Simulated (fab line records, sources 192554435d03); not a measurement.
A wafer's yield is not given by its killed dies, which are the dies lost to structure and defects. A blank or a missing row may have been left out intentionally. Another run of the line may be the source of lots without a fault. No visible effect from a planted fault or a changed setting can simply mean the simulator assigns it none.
fab line records | flow n5_finfet
record: lots: 7 wafers: 21 last_day: 17
route steps=1938 shown BEOL_M7@1275 PASSIVATION@1936
lots that met no fault: from a run of the same line without faults
start_h: hours from the record's first day to the start of the lot's first wafer shown | wait_h: hours since the lot's step before | " repeats the value in the row above | L1.1+2: a single row standing in for several wafers | - no value, or no start was given | * or withheld: withheld | < > ~ a bound
route shown NAME@n: names a module that has steps shown in the file, with the first one's number in the route | usual: mean/standard deviation taken from wafers without a fault | same: alike in all rows | chamber/n: place in a boat | sites: the reading at each site | _std_site: their standard deviation | _edge_site: inner sites' mean taken away from outer sites' mean | radius_mm: how far each site lies from the wafer's centre | mask NAME#n: copy n | behind: the tool/chamber that last shaped the wafer | hold: what put the lot on hold/how long, in hours/how the hold closed | device: whichever transistor did not switch (one of n, p or np) | end of line: the tests these same wafers got at the end of their route | a step given without rows: its recipe and nothing more | killed: the dies lost at the first sort to structure and to defects; this is not the yield of the wafer | map: per-die view of a wafer (x killed, . not killed, _ where there is no die)
set.NAME: the setting as run; set.NAME@STEP: as run at that earlier step | model.NAME: the simulator's own value behind a step, which no gauge read
lots at some steps of the route; a table a step, a row a wafer
services: the hour from which a tool's chamber was out of use, counted from the record's first day as start_h (under 0 if before that day), plus the number of hours and why
== steps ==
step: N5_BEOL_M7_DEVELOP_10
recipe: develop_time_s: 30 developer: TMAH resist: CAR-ArF rinse_liquid: diw dry: air_spin dev_temp_c: 23
step: N5_BEOL_M7_CD_MEAS_11
recipe: target_cd_nm: 38.5 landing_energy_ev: 500 detector: se_inlens polarity: opening
usual: cd_nm: 38.5/0.64
columns lot.wafer tool chamber start_h wait_h cd_nm
L571.3 cd_sem-02 0 179.80 - 39.4
L571.5 " 0 " " 38.9
L571.6 " 0 " " 38.2
L576.3 cd_sem-03 0 215.65 - 37.3
L576.4 " 0 " " 37.2
L576.5 " 0 " " 37.4
L578.1 cd_sem-01 0 224.03 - 38.9
L578.4 " 0 " " 39.9
L578.5 " 0 " " 39.4
L579.3 cd_sem-01 0 231.39 - 39.2
L579.4 " 0 " " 39.2
L579.5 " 0 " " 38.1
L586.1 cd_sem-01 0 274.42 - 38.3
L586.2 " 0 " " 38.9
L586.5 " 0 " " 37.7
L590.2 cd_sem-03 0 304.28 - 38.7
L590.3 " 0 " " 38.8
L590.4 " 0 " " 38.5
L594.1 cd_sem-01 0 322.68 - 37.9
L594.5 " 0 " " 37.5
L594.6 " 0 " " 38.1
step: N5_BEOL_M7_OVL_MEAS_12
recipe: points_per_wafer: 44
usual: M7_OVL: -0.2/0.93
columns lot.wafer tool chamber start_h wait_h M7_OVL[nm]
L571.3 overlay-02 0 179.83 0.0 0.3
L571.5 " 0 " " -0.4
L571.6 " 0 " " 0.2
L576.3 overlay-02 0 215.68 0.0 -1.2
L576.4 " 0 " " -1.0
L576.5 " 0 " " -0.8
L578.1 overlay-02 0 224.06 0.0 0.2
L578.4 " 0 " " -1.2
L578.5 " 0 " " 0.8
L579.3 overlay-01 0 231.42 0.0 -0.8
L579.4 " 0 " " -0.1
L579.5 " 0 " " -1.1
L586.1 overlay-02 0 274.45 0.0 -1.1
L586.2 " 0 " " -0.4
L586.5 " 0 " " -0.3
L590.2 overlay-02 0 304.31 0.0 -0.6
L590.3 " 0 " " -0.6
L590.4 " 0 " " -0.9
L594.1 overlay-01 0 322.71 0.0 -1.1
L594.5 " 0 " " -0.2
L594.6 " 0 " " -1.1
step: N5_BEOL_M7_INSPECT_13
recipe: mode: adi inspect_instrument: brightfield
usual: raw_defect_count: 373/86
columns lot.wafer tool chamber start_h wait_h raw_defect_count
L571.3 defect_inspect-01 - 179.86 0.0 344
L571.5 " - " " 384
L571.6 " - " " 407
L576.3 defect_inspect-01 - 215.70 0.0 304
L576.4 " - " " 261
L576.5 " - " " 346
L578.1 defect_inspect-01 - 224.08 0.0 317
L578.4 " - " " 301
L578.5 " - " " 266
L579.3 defect_inspect-02 - 231.44 0.0 405
L579.4 " - " " 335
L579.5 " - " " 348
L586.1 defect_inspect-01 - 274.48 0.0 284
L586.2 " - " " 310
L586.5 " - " " 430
L590.2 defect_inspect-01 - 304.34 0.0 254
L590.3 " - " " 274
L590.4 " - " " 348
L594.1 defect_inspect-02 - 322.73 0.0 302
L594.5 " - " " 343
L594.6 " - " " 367
step: N5_BEOL_M7_DESCUM_16
recipe: chemistry: O2 time_s: 7.9 source_power_w: 50 bias_power_w: 20 pressure_mtorr: 20 rf_frequency_hz: 2.712e+07 temp_c: 40 resist: CAR-ArF o2_flow_sccm: 225
usual: drypump_motor_current_A: 5.5/0.4 o2_flow_sccm: 225.0/0.71 oes_product_au: 0.79/0.064 rf_vpp_V: 243.3/1.5 showerhead_plenum_p_Torr: 2.10/0.083 throttle_valve_pct: 20.35/0.19
columns lot.wafer tool chamber start_h wait_h drypump_motor_current_A o2_flow_sccm oes_product_au rf_hours_counter_h rf_vpp_V showerhead_plenum_p_Torr throttle_valve_pct
L571.3 rie_diel-05 3 179.89 0.0 5.2 225.7 0.84 46 244.3 2.14 20.38
L571.5 " 1 " " 5.9 225.7 0.88 - 243.8 2.15 20.55
L571.6 " 0 " " 6.0 224.7 0.84 - 244.2 2.11 20.28
L576.3 rie_diel-06 2 215.73 0.0 5.4 225.3 0.82 101 244.7 2.23 20.47
L576.4 " 0 " " 5.6 224.8 0.92 25 242.2 2.11 20.06
L576.5 " 3 " " 5.9 224.3 0.78 - 240.2 1.92 20.10
L578.1 rie_diel-02 2 224.21 0.1 5.9 223.3 0.72 214 243.4 2.05 20.52
L578.4 " 0 " " 5.1 226.2 0.74 184 242.6 2.09 20.51
L578.5 " 3 " " 5.5 225.4 0.74 - 245.7 2.16 20.32
L579.3 rie_diel-05 1 231.56 0.1 5.8 225.6 0.86 55 243.4 2.14 20.57
L579.4 " 0 " " 6.1 223.7 0.82 84 242.5 2.11 20.30
L579.5 " 1 " " 5.8 225.9 0.87 - 244.2 2.14 20.59
L586.1 rie_diel-05 2 274.51 0.0 5.1 223.6 0.80 95 245.2 2.21 20.37
L586.2 " 0 " " 6.1 224.2 0.80 97 241.5 2.10 20.34
L586.5 " 1 " " 5.9 225.4 0.85 - 242.9 2.14 20.60
L590.2 rie_diel-06 0 304.53 0.2 5.7 224.2 0.87 54 243.5 2.10 20.09
L590.3 " 2 " " 5.4 224.7 0.78 130 245.4 2.22 20.49
L590.4 " 3 " " 5.9 224.8 0.76 175 240.3 1.91 20.13
L594.1 rie_diel-05 1 322.77 0.0 5.9 224.3 0.83 83 243.4 2.13 20.63
L594.5 " 1 " " 5.9 225.3 0.82 - 245.1 2.13 20.63
L594.6 " 2 " " 5.1 224.0 0.78 - 244.5 2.20 20.40
step: N5_BEOL_M7_ETCH_61
recipe: chemistry: CF4 target: SiARC target_depth_a: 455 mask_material: CAR-ArF time_s: 75.8 ion_energy_ev: 80 pressure_mtorr: 40 source_w: 545 bias_w: 36 Ar_flow_sccm: 100 cf4_flow_sccm: 100 ends: cleared
step: N5_BEOL_M7_ETCH_62
recipe: chemistry: N2/H2 target: SOC target_depth_a: 1100 overetch_a: 220 mask_material: SiARC temp_c: 40 time_s: 165 ion_energy_ev: 200 pressure_mtorr: 30 source_w: 840 bias_w: 150 n2_flow_sccm: 200 h2_flow_sccm: 200
usual: drypump_motor_current_A: 5.5/0.4 oes_product_au: 0.67/0.054 rf_vpp_V: 524.1/2.7 showerhead_plenum_p_Torr: 2.55/0.1 throttle_valve_pct: 17.76/0.22
columns lot.wafer tool chamber start_h wait_h drypump_motor_current_A oes_product_au rf_hours_counter_h rf_vpp_V showerhead_plenum_p_Torr throttle_valve_pct
L571.3 rie_diel-05 3 179.98 0.0 5.2 0.73 46 526.5 2.61 17.89
L571.5 " 1 " " 5.8 0.76 - 525.6 2.61 18.05
L571.6 " 0 " " 6.0 0.71 - 525.6 2.59 17.73
L576.3 rie_diel-06 2 215.82 0.0 5.4 0.68 101 527.8 2.67 17.69
L576.4 " 0 " " 5.7 0.77 25 526.3 2.60 17.52
L576.5 " 3 " " 5.9 0.66 - 517.9 2.33 17.43
L578.1 rie_diel-02 2 224.30 0.0 5.9 0.61 214 523.7 2.50 17.93
L578.4 " 0 " " 5.1 0.62 184 523.7 2.51 17.67
L578.5 " 3 " " 5.5 0.63 - 525.7 2.66 18.04
L579.3 rie_diel-05 1 231.65 0.0 5.8 0.74 55 524.8 2.60 18.07
L579.4 " 0 " " 6.0 0.69 84 525.7 2.58 17.73
L579.5 " 1 " " 5.9 0.73 - 524.1 2.60 18.09
L586.1 rie_diel-05 2 274.60 0.0 5.1 0.69 95 526.9 2.69 17.77
L586.2 " 0 " " 6.1 0.68 97 523.4 2.58 17.75
L586.5 " 1 " " 5.8 0.72 - 525.3 2.60 18.11
L590.2 rie_diel-06 0 304.62 0.0 5.7 0.74 54 525.6 2.58 17.56
L590.3 " 2 " " 5.4 0.66 130 526.4 2.66 17.76
L590.4 " 3 " " 5.9 0.64 175 518.7 2.32 17.48
L594.1 rie_diel-05 1 322.86 0.0 5.8 0.70 83 525.9 2.59 18.12
L594.5 " 1 " " 5.9 0.70 - 525.8 2.59 18.15
L594.6 " 2 " " 5.1 0.67 - 527.8 2.68 17.80
step: N5_BEOL_M7_STRIP_68
recipe: chemistry: N2/H2 temp_c: 40 n2_flow_sccm: 200 h2_flow_sccm: 200 rf_frequency_hz: 6e+07
step: N5_BEOL_M7_STRIP_67
recipe: chemistry: CF4 resist: SiARC power_w: 300 bias_power_w: 75 pressure_mtorr: 50 cf4_flow_sccm: 150 rf_frequency_hz: 6e+07
usual: drypump_motor_current_A: 5.5/0.4 oes_product_au: 0.79/0.063 rf_vpp_V: 271.2/1.7 showerhead_plenum_p_Torr: 1.79/0.058 throttle_valve_pct: 13.47/0.12
columns lot.wafer tool chamber start_h wait_h drypump_motor_current_A oes_product_au rf_hours_counter_h rf_vpp_V showerhead_plenum_p_Torr throttle_valve_pct
L571.3 rie_diel-05 3 180.13 0.0 5.1 0.87 46 270.7 1.81 13.31
L571.5 " 1 " " 5.8 0.89 - 272.3 1.82 13.41
L571.6 " 0 " " 6.0 0.83 - 272.4 1.80 13.41
L576.3 rie_diel-06 2 215.97 0.0 5.4 0.80 101 273.2 1.88 13.45
L576.4 " 0 " " 5.7 0.91 25 274.0 1.84 13.32
L576.5 " 3 " " 5.9 0.77 - 269.1 1.67 13.37
L578.1 rie_diel-02 2 224.45 0.0 5.9 0.72 214 270.7 1.75 13.63
L578.4 " 0 " " 5.0 0.73 184 271.3 1.78 13.63
L578.5 " 3 " " 5.5 0.74 - 274.0 1.84 13.55
L579.3 rie_diel-05 1 231.80 0.0 5.9 0.86 55 271.0 1.82 13.45
L579.4 " 0 " " 6.1 0.82 84 270.9 1.80 13.44
L579.5 " 1 " " 5.8 0.86 - 270.6 1.82 13.47
L586.1 rie_diel-05 2 274.75 0.0 5.1 0.81 95 272.7 1.87 13.38
L586.2 " 0 " " 6.0 0.81 97 272.1 1.79 13.47
L586.5 " 1 " " 5.8 0.85 - 272.6 1.81 13.48
L590.2 rie_diel-06 0 304.77 0.0 5.6 0.86 54 272.9 1.83 13.37
L590.3 " 2 " " 5.4 0.77 130 273.3 1.87 13.53
L590.4 " 3 " " 5.9 0.76 175 266.5 1.66 13.44
L594.1 rie_diel-05 1 323.01 0.0 5.8 0.84 84 271.4 1.81 13.50
L594.5 " 1 " " 5.8 0.83 - 270.3 1.81 13.51
L594.6 " 2 " " 5.1 0.80 - 272.8 1.86 13.39
step: N5_BEOL_M7_HM_OPEN_17
recipe: chemistry: Cl2/BCl3 target_depth_a: 200 overetch_a: 60 target: TiN mask_material: SOC ion_energy_ev: 150 pressure_mtorr: 10 icp_w: 1000 bias_w: 126 Cl2_flow_sccm: 53.25 bcl3_flow_sccm: 21.75 Ar_flow_sccm: 25
usual: drypump_motor_current_A: 5.7/0.5 mfc_ar_sccm: 24.99/0.082 oes_product_au: 0.65/0.087 throttle_valve_pct: 22.31/0.088
columns lot.wafer tool chamber start_h wait_h drypump_motor_current_A mfc_ar_sccm oes_product_au rf_hours_counter_h throttle_valve_pct
L571.3 rie_metal-01 1 180.20 0.1 5.5 24.87 0.57 - 22.26
L571.5 " 1 " " 5.5 24.92 0.58 - 22.25
L571.6 " 0 " " 5.4 25.01 0.70 - 22.28
L576.3 rie_metal-02 0 216.04 0.1 5.5 25.01 0.52 - 22.30
L576.4 " 1 " " 6.4 25.05 0.79 - 22.45
L576.5 " 1 " " 6.4 25.16 0.79 - 22.47
L578.1 rie_metal-03 1 224.49 0.0 6.6 24.89 0.65 44 22.36
L578.4 " 1 " " 6.6 24.96 0.66 - 22.36
L578.5 " 0 " " 5.2 24.99 0.69 - 22.15
L579.3 rie_metal-03 0 231.87 0.1 5.2 25.02 0.68 - 22.15
L579.4 " 1 " " 6.6 25.11 0.67 - 22.35
L579.5 " 0 " " 5.2 24.96 0.68 - 22.16
L586.1 rie_metal-01 0 274.79 0.0 5.4 24.89 0.67 41 22.32
L586.2 " 1 " " 5.5 24.90 0.57 103 22.27
L586.5 " 1 " " 5.5 24.92 0.55 - 22.27
L590.2 rie_metal-03 1 304.81 0.0 6.6 25.11 0.65 50 22.36
L590.3 " 1 " " 6.6 25.01 0.65 - 22.36
L590.4 " 0 " " 5.2 24.98 0.68 - 22.15
L594.1 rie_metal-01 0 323.05 0.0 5.4 25.02 0.67 45 22.29
L594.5 " 0 " " 5.4 24.95 0.67 - 22.33
L594.6 " 0 " " 5.4 24.97 0.68 - 22.32
step: N5_BEOL_M7_STRIP_19
recipe: chemistry: O2 power_w: 400 temp_c: 40 pressure_mtorr: 30 rf_frequency_hz: 6e+07 bias_power_w: 0 overash_fraction: 0.2 o2_flow_sccm: 225
usual: drypump_motor_current_A: 5.5/0.39 o2_flow_sccm: 224.9/0.7 oes_product_au: 0.79/0.072 rf_vpp_V: 3.6/0.61 showerhead_plenum_p_Torr: 2.10/0.091 throttle_valve_pct: 16.57/0.18
columns lot.wafer tool chamber start_h wait_h drypump_motor_current_A o2_flow_sccm oes_product_au rf_hours_counter_h rf_vpp_V showerhead_plenum_p_Torr throttle_valve_pct
L571.3 rie_diel-06 1 180.28 0.1 4.7 225.7 0.68 233 2.7 2.07 16.83
L571.5 " 2 " " 5.4 225.6 0.83 - 2.9 2.23 16.65
L571.6 " 3 " " 5.9 223.9 0.79 - 3.7 1.93 16.34
L576.3 rie_diel-06 1 216.15 0.1 4.7 226.2 0.67 243 4.4 2.07 16.83
L576.4 " 0 " " 5.7 224.5 0.93 25 3.5 2.12 16.30
L576.5 " 3 " " 5.9 224.3 0.79 - 4.5 1.93 16.38
L578.1 rie_diel-05 1 224.60 0.1 5.8 225.0 0.87 53 3.6 2.15 16.70
L578.4 " 0 " " 6.0 224.7 0.82 82 3.0 2.11 16.55
L578.5 " 0 " " 6.0 225.0 0.82 - 2.5 2.11 16.55
L579.3 rie_diel-05 3 231.95 0.1 5.1 224.5 0.82 61 5.0 2.14 16.58
L579.4 " 0 " " 6.0 224.8 0.82 84 4.6 2.11 16.57
L579.5 " 0 " " 6.1 224.0 0.83 - 3.9 2.11 16.56
L586.1 rie_diel-06 0 274.91 0.1 5.6 224.4 0.89 45 3.7 2.11 16.33
L586.2 " 1 " " 4.7 225.1 0.94 4 4.4 2.06 16.37
L586.5 " 1 " " 4.7 225.1 0.95 - 4.7 2.06 16.36
L590.2 rie_diel-05 2 304.95 0.1 5.1 224.5 0.79 103 4.5 2.21 16.58
L590.3 " 1 " " 5.8 225.1 0.83 78 3.9 2.14 16.73
L590.4 " 3 " " 5.2 224.4 0.79 85 3.5 2.13 16.66
L594.1 rie_diel-02 1 323.25 0.2 6.0 225.0 0.74 190 3.6 1.98 16.40
L594.5 " 3 " " 5.4 224.3 0.71 - 3.9 2.16 16.69
L594.6 " 0 " " 5.1 224.8 0.71 - 4.5 2.09 16.82
step: N5_BEOL_M7_CD_MEAS_18
recipe: pitch_nm: 80 target_cd_nm: 40
usual: cd_nm: 40.0/0.71
columns lot.wafer tool chamber start_h wait_h cd_nm
L571.3 cd_sem-03 - 180.35 0.1 41.6
L571.5 " - " " 40.7
L571.6 " - " " 39.6
L576.3 cd_sem-01 - 216.22 0.1 39.4
L576.4 " - " " 38.5
L576.5 " - " " 39.8
L578.1 cd_sem-01 - 224.67 0.0 40.4
L578.4 " - " " 41.0
L578.5 " - " " 41.1
L579.3 cd_sem-02 - 232.02 0.1 40.6
L579.4 " - " " 40.1
L579.5 " - " " 39.6
L586.1 cd_sem-02 - 274.98 0.0 39.3
L586.2 " - " " 39.8
L586.5 " - " " 38.9
L590.2 cd_sem-02 - 305.02 0.1 40.3
L590.3 " - " " 39.8
L590.4 " - " " 40.9
L594.1 cd_sem-03 - 323.32 0.0 39.7
L594.5 " - " " 39.4
L594.6 " - " " 38.9
step: N5_BEOL_M7_COAT_63
recipe: resist: SOC temp_c: 250 time_s: 60 spin_rpm: 1500 resist_thk_nm: 60
usual: heater_power_total_W: 500.5/1.8 plate_temp_C: 249.96/0.18
columns lot.wafer tool chamber start_h wait_h heater_power_total_W plate_temp_C
L571.3 litho_track-04 0 182.13 1.8 501.3 250.14
L571.5 " 0 " " 498.7 249.99
L571.6 " 0 " " 497.4 249.94
L576.3 litho_track-01 0 218.26 2.0 522.2 258.23
L576.4 " 0 " " 520.8 258.40
L576.5 " 0 " " 523.0 258.34
L578.1 litho_track-01 0 225.52 0.8 519.1 258.47
L578.4 " 0 " " 524.5 258.13
L578.5 " 0 " " 524.4 258.17
L579.3 litho_track-01 0 233.24 1.2 524.1 257.87
L579.4 " 0 " " 517.3 258.13
L579.5 " 0 " " 519.7 258.10
L586.1 litho_track-02 0 277.02 2.0 500.5 249.68
L586.2 " 0 " " 501.5 249.70
L586.5 " 0 " " 501.9 250.25
L590.2 litho_track-01 0 305.05 0.0 502.8 249.98
L590.3 " 0 " " 497.6 249.71
L590.4 " 0 " " 497.9 249.83
L594.1 litho_track-04 0 324.24 0.9 499.9 249.98
L594.5 " 0 " " 502.3 249.94
L594.6 " 0 " " 498.1 249.74
step: N5_BEOL_M7_COAT_64
recipe: resist: SiARC temp_c: 220 time_s: 60 spin_rpm: 1500 resist_thk_nm: 12
step: N5_PASSIVATION_PROBE_49
usual: defect_limited_yield: 91.4/1.6 killed_at_M0_to_M3: 31/11 killed_at_M4_up: 14/5.7 killed_at_contacts: 12/6 killed_at_front_end: 41/13 killed_at_other: 3.3/2.8 killed_dies: 101/19 killed_open: 67/14 killed_short: 33/8.2 sort_bin_4_leakage: 0.0/0.37 sort_bin_5_function: 5.0/1.1 sort_bin_6_memory: 3.3/0.74 sort_n_pass: 1078/20 sort_yield_pct: 91.3/1.7
same: gross_dies: 1180 killed_at_back_side: 0 sort_bin_8_speed[%]: 0
columns lot.wafer tool chamber start_h wait_h defect_limited_yield[%] killed_at_M0_to_M3 killed_at_M4_up killed_at_contacts killed_at_front_end killed_at_other killed_dies killed_open killed_short sort_bin_4_leakage[%] sort_bin_5_function[%] sort_bin_6_memory[%] sort_n_pass sort_yield_pct[%]
L571.3 prober-02 - 254.85 0.1 93.8 12 13 3 43 2 73 51 22 0 3.4 2.7 1107 93.8
L571.5 prober-02 - 254.95 0.2 93.2 29 6 9 27 9 80 48 31 0 3.6 2.9 1100 93.2
L571.6 prober-02 - 255.00 0.3 93.0 20 8 9 41 5 83 54 28 0 3.9 2.7 1097 93.0
L578.1 prober-01 - 305.70 0.0 89.2 26 19 21 61 1 128 94 34 0 6.5 4.0 1052 89.2
L578.4 prober-01 - 305.85 0.2 93.4 13 14 6 44 1 78 50 23 0.1 3.3 2.6 1101 93.3
L578.5 prober-01 - 305.90 0.2 89.7 21 23 6 64 8 122 75 43 0 6.7 3.1 1058 89.7
L586.1 prober-01 - 364.60 0.0 95.5 13 4 10 22 4 53 39 14 0 2.6 1.6 1127 95.5
L586.2 prober-01 - 364.65 0.1 94.7 16 12 6 26 2 62 33 28 0.1 3.3 1.9 1117 94.7
L586.5 prober-01 - 364.80 0.2 91.3 33 8 10 52 0 103 71 32 0 5.1 3.4 1077 91.3
L594.1 prober-01 - 417.12 0.0 92.2 20 15 23 33 1 92 57 34 0 4.4 3.1 1088 92.2
L594.5 prober-01 - 417.32 0.2 90.0 25 17 17 51 8 118 79 37 0 5.8 4.0 1062 90.0
L594.6 prober-01 - 417.37 0.3 88.7 32 26 12 57 6 133 90 43 0 5.4 5.6 1047 88.7
killed by level:class
L571.3 FIN_SAQP:geometric_particle:open=12 FIN_SAQP:geometric_particle:short=10 STI_FIN_REVEAL:geometric_particle:open=8 BEOL_M4:geometric_particle:open=6 BEOL_M2:geometric_particle:open=5 STARTING-WAFER:geometric_particle:open=5 STARTING-WAFER:geometric_particle:short=4 MOL_CONTACT_COAG:geometric_particle:open=3
L571.5 FIN_SAQP:geometric_particle:short=7 BEOL_M2:geometric_particle:open=7 MOL_CONTACT_COAG:geometric_particle:open=6 FIN_SAQP:geometric_particle:open=5 DUMMY_GATE:geometric_particle:open=5 BEOL_M0_SAQP:geometric_particle:open=5 BEOL_M0_SAQP:geometric_particle:short=5 BEOL_M4:geometric_particle:open=4
L571.6 FIN_SAQP:geometric_particle:open=8 STI_FIN_REVEAL:geometric_particle:open=8 MOL_CONTACT_COAG:geometric_particle:open=8 BEOL_M2:geometric_particle:open=7 FIN_SAQP:geometric_particle:short=6 BEOL_M4:geometric_particle:open=4 BEOL_M3:geometric_particle:open=4 DUMMY_GATE:geometric_particle:open=3
L578.1 MOL_CONTACT_COAG:geometric_particle:open=17 FIN_SAQP:geometric_particle:open=14 FIN_SAQP:geometric_particle:short=12 STI_FIN_REVEAL:geometric_particle:open=11 BEOL_M3:geometric_particle:open=7 DUMMY_GATE:geometric_particle:open=7 BEOL_M0_SAQP:geometric_particle:open=7 BEOL_M0_SAQP:geometric_particle:short=7
L578.4 FIN_SAQP:geometric_particle:open=14 FIN_SAQP:geometric_particle:short=8 STI_FIN_REVEAL:geometric_particle:open=6 BEOL_M4:geometric_particle:open=6 HKMG_FIN:area_etch=5 MOL_CONTACT_COAG:geometric_particle:open=4 BEOL_M2:geometric_particle:open=4 DUMMY_GATE:geometric_particle:open=3
L578.5 FIN_SAQP:geometric_particle:short=18 FIN_SAQP:geometric_particle:open=17 STI_FIN_REVEAL:geometric_particle:open=10 BEOL_M0_SAQP:geometric_particle:short=6 DUMMY_GATE:geometric_particle:open=5 GATE_CUT:geometric_particle:short=5 MOL_CONTACT_COAG:geometric_particle:open=5 BEOL_M3:geometric_particle:open=5
L586.1 MOL_CONTACT_COAG:geometric_particle:open=8 STI_FIN_REVEAL:geometric_particle:open=7 STARTING-WAFER:geometric_particle:short=5 BEOL_M2:geometric_particle:open=3 BEOL_M4:geometric_particle:open=3 MIM_BOT:geometric_particle:open=3 DUMMY_GATE:geometric_particle:open=2 MOL_CONTACT_COAG:geometric_particle:short=2
L586.2 FIN_SAQP:geometric_particle:short=5 BEOL_M3:geometric_particle:open=5 DUMMY_GATE:geometric_particle:open=4 MOL_CONTACT_COAG:geometric_particle:open=4 STI_FIN_REVEAL:geometric_particle:short=3 ILD0:geometric_particle:open=3 GATE_CUT:geometric_particle:short=3 GATE_CUT:geometric_particle:open=3
L586.5 STI_FIN_REVEAL:geometric_particle:open=15 FIN_SAQP:geometric_particle:open=12 FIN_SAQP:geometric_particle:short=11 BEOL_M3:geometric_particle:open=11 MOL_CONTACT_COAG:geometric_particle:open=8 BEOL_M0_SAQP:geometric_particle:short=8 BEOL_M0_SAQP:geometric_particle:open=8 DUMMY_GATE:geometric_particle:open=6
L594.1 MOL_CONTACT_COAG:geometric_particle:open=16 FIN_SAQP:geometric_particle:open=8 MOL_CONTACT_COAG:geometric_particle:short=7 STARTING-WAFER:geometric_particle:short=6 BEOL_M4:geometric_particle:open=5 BEOL_M7:geometric_particle:open=5 BEOL_M1:geometric_particle:open=4 BEOL_M0_SAQP:geometric_particle:short=4
L594.5 MOL_CONTACT_COAG:geometric_particle:open=15 STI_FIN_REVEAL:geometric_particle:open=13 FIN_SAQP:geometric_particle:open=12 BEOL_M4:geometric_particle:open=10 BEOL_M0_SAQP:geometric_particle:short=8 FIN_SAQP:geometric_particle:short=6 STARTING-WAFER:geometric_particle:open=6 PASS1_CAP:geometric_particle:short=4
L594.6 FIN_SAQP:geometric_particle:open=18 MOL_CONTACT_COAG:geometric_particle:open=11 STI_FIN_REVEAL:geometric_particle:open=11 BEOL_M0_SAQP:geometric_particle:open=8 BEOL_M4:geometric_particle:open=7 FIN_SAQP:geometric_particle:short=6 BEOL_M0_SAQP:geometric_particle:short=6 BEOL_M4:geometric_particle:short=6
== services ==
columns tool chamber start_h hours kind
rie_metal-02 1 166.71 - clean
rie_metal-02 1 166.71 16.0 scheduled_down
rie_metal-02 1 166.71 16.0 vent_cycle
rie_metal-02 - 177.63 0.5 repair
rie_metal-01 - 195.47 1.3 repair
rie_diel-05 2 208.68 3.8 repair
litho_track-04 - 212.76 - consumable_replace:filter
rie_diel-05 0 221.63 2.8 repair
litho_track-02 - 233.31 - consumable_replace:filter
rie_diel-06 1 237.52 - clean
rie_diel-06 1 237.52 - consumable_replace:focus_ring
rie_diel-06 1 237.52 21.4 scheduled_down
rie_diel-06 1 237.52 21.4 vent_cycle
rie_diel-06 3 272.94 8.2 repair
litho_track-01 - 291.00 - consumable_replace:filter
rie_diel-05 2 292.50 6.9 repair
rie_metal-02 0 295.84 - clean
rie_metal-02 0 295.84 17.3 scheduled_down
rie_metal-02 0 295.84 17.3 vent_cycle
rie_metal-02 - 318.75 1.4 pm
== key ==
first_sign: step: N5_BEOL_M7_COAT_63 reading: plate_temp_C direction: up sigmas: 45 usual: * struck: *
effect: step: N5_BEOL_M7_COAT_63 reading: heater_power_total_W direction: up sigmas: 12 usual: * struck: *
met_at N5_BEOL_M7_COAT_63
struck_wafers L576.3,L576.4,L576.5,L578.1,L578.4,L578.5,L579.3,L579.4,L579.5
fault: kind: process_parameter_drift tool: litho_track-01 chamber: - onset_h: 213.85 steps: N5_BEOL_M7_COAT_63 channel: temp_c offset: * shape: step end_h: 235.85 acts_in: * stated: *
